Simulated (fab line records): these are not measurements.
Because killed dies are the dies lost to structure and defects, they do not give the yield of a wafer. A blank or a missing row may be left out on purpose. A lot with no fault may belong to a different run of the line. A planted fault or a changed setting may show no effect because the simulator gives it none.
Struck lot and sound lot, side by side    flow nand_harc    13 out of 1302 route steps
Sound: the wafers L809.1, L809.3, L809.6. Struck: wafer L823.6 (L823.1, L823.5, from the same lot, were not struck and are left out); the cause is given at the end.
Order at every step that has rows: each side's tool, ch and its chambers, its first start. Under that, the readings that differ: sound wafers    struck wafers    difference of the means    sigmas: that difference in standard deviations of wafers without a fault.
alike: a reading whose means differ by less than 2 such deviations, as well as words and numbers matching on both sides. not compared: withheld readings; readings where some wafer has no value; bounds like >300 that might hide an equal value; numbers whose values overlap and for which the record gives no deviation.
Wherever a step has rows on one side only, a row that says differs or no value, or a row with sigmas, the two part there. When numbers do not overlap yet have no deviation, they are printed without sigmas and do not part them. Lack of a reading on every wafer of one side parts them only where that side has two or more wafers.

first, 2 steps without rows for these wafers: NHARC_A_STAIRCASE_SRD_154; NHARC_A_STAIRCASE_ETCH_403 (etches SiO2 in dHF, target depth 108.2 nm).
NHARC_A_STAIRCASE_ETCHBACK_422: etches the open film in CH3F/O2, target depth 40 nm, time 74.286 s.
  sound on rie_diel-05 ch 0,2, day 18 23:37; struck on rie_diel-02 ch 0, day 24 18:02
  alike: drypump_motor_current_A, oes_product_au, rf_vpp_V, showerhead_plenum_p_Torr, throttle_valve_pct
  not compared: rf_hours_counter_h
then, 1 step without rows for these wafers: NHARC_A_STAIRCASE_ETCH_423 (etches SiO2 in dHF, target depth 30 nm).
NHARC_A_STAIRCASE_ETCHBACK_157: etches the open film in CH3F/O2, target depth 90 nm, time 167.14 s.
  sound on rie_diel-05 ch 1,2, day 18 23:58; struck on rie_diel-02 ch 2, day 24 18:25
reading                 sound                 struck  difference  sigmas
rf_vpp_V (V)            242.6 245.3 243.0     239.7   -3.9        -2
throttle_valve_pct (%)  20.662 20.653 20.656  20.682  +0.025      +3
  alike: drypump_motor_current_A, oes_product_au, showerhead_plenum_p_Torr
  not compared: rf_hours_counter_h
NHARC_A_STAIRCASE_STRIP_475: strips in O2, time 20 s.
  sound: rie_diel-05 ch 0,1,3; struck: rie_diel-02 ch 0
  alike: drypump_motor_current_A, oes_product_au, rf_vpp_V, showerhead_plenum_p_Torr, throttle_valve_pct
  not compared: rf_hours_counter_h
NHARC_A_STAIRCASE_DEP_471: deposits SiO2, target thk 100 nm.
  sound on pecvd-04 ch 0,2, day 19 00:16; struck on pecvd-01 ch 0, day 24 18:39
  alike: heater_power_outer_w, heater_power_w, rf_fwd_power_W, throttle_valve_pct
NHARC_A_STAIRCASE_CMP_472: polishes SiO2.
  sound on cmp-03 ch 0,1,3, day 19 00:34; struck on cmp-03 ch 3, day 24 18:57
  alike: motor_current_A, slurry_flow_ml_min
then, 1 step without rows for these wafers: NHARC_A_STAIRCASE_SRD_474.
NHARC_A_STAIRCASE_INSPECT_155:
  struck on defect_inspect-02, day 24 19:16; sound on defect_inspect-01, day 19 00:52
  alike: raw_defect_count
NHARC_A_SGD_CUT_DEP_00: deposits SiNx, target thk 50 nm.
  sound on pecvd-03 ch 0,2, day 19 00:57; struck on pecvd-03 ch 0, day 24 19:23
reading             sound              struck  difference  sigmas
rf_fwd_power_W (W)  447.0 449.2 447.5  374.2   -73.7       -53
  alike: heater_power_outer_w, heater_power_w
then, 1 step without rows for these wafers: NHARC_A_SGD_CUT_DEHYDRATE_01 (time 120 s).
-- record jumps: 6 days between struck wafers' starts before vs after; left off in module A_SGD_CUT, resumes in module END, first step shown is number 1302 of the route --
NHARC_END_SORT_01:
  at this point the record logs the struck wafers (prober-02 ch 0, day 30 17:56) and has no rows for the sound ones

== WHERE THEY PART ==
Earliest at NHARC_A_STAIRCASE_ETCHBACK_157; latest, in this record, at NHARC_END_SORT_01.

WHY: whatever the simulator had introduced
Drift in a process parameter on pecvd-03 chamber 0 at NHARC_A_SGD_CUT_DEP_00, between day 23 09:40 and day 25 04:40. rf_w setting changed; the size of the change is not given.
